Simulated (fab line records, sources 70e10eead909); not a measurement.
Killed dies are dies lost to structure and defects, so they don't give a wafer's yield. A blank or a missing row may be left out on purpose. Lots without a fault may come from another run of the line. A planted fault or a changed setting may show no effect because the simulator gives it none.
Which tool did it? | flow nand_harc | 12 lots, 36 wafers sampled, at 1 step of a route of 1302

WHAT THE GAUGES READ, wafer by wafer
NHARC_A_SGD_CUT_INSPECT_11.
lot  | measured     | on                | raw_defect_count
L075 | day 19 14:54 | defect_inspect-02 | 23 26 25
L077 | day 20 16:29 | defect_inspect-01 | 64 51 64
L079 | day 21 07:52 | defect_inspect-02 | 17 16 19
L082 | day 22 13:39 | defect_inspect-02 | 22 20 22
L085 | day 23 10:43 | defect_inspect-01 | 72 72 76
L084 | day 23 11:09 | defect_inspect-01 | 74 92 76
L088 | day 24 20:12 | defect_inspect-01 | 53 53 59
L090 | day 25 20:32 | defect_inspect-01 | 50 51 45
L091 | day 26 18:50 | defect_inspect-02 | 99 104 108
L093 | day 27 12:06 | defect_inspect-01 | 71 59 69
L095 | day 27 21:20 | defect_inspect-01 | 9 11 11
L096 | day 28 08:17 | defect_inspect-01 | 59 45 64

WHICH TOOL RAN EACH LOT (tool, then ch and the chambers of the sampled wafers, then the start)
The record holds no process step before these readings.

THE ANSWER, worked out from the rows above alone
Rule: what is usual is taken from the lots themselves. Put in order of their means at a reading, lots are off if they are a third of the lots or fewer, leave a main group of 4 or more, and stand apart from it by a gap of 3 or more times the standard deviation of the main group's means; of several such gaps the widest counts. A main group whose means are all the same, to the digits that the tables above print for the reading, isn't used. A lot without any number at a reading at which 4 lots or more have one is off too. The other lots that the step has rows for count as sound.
No lot is off at any reading shown: from this, nothing can be told.

WHAT THE SIMULATOR HAD PUT IN
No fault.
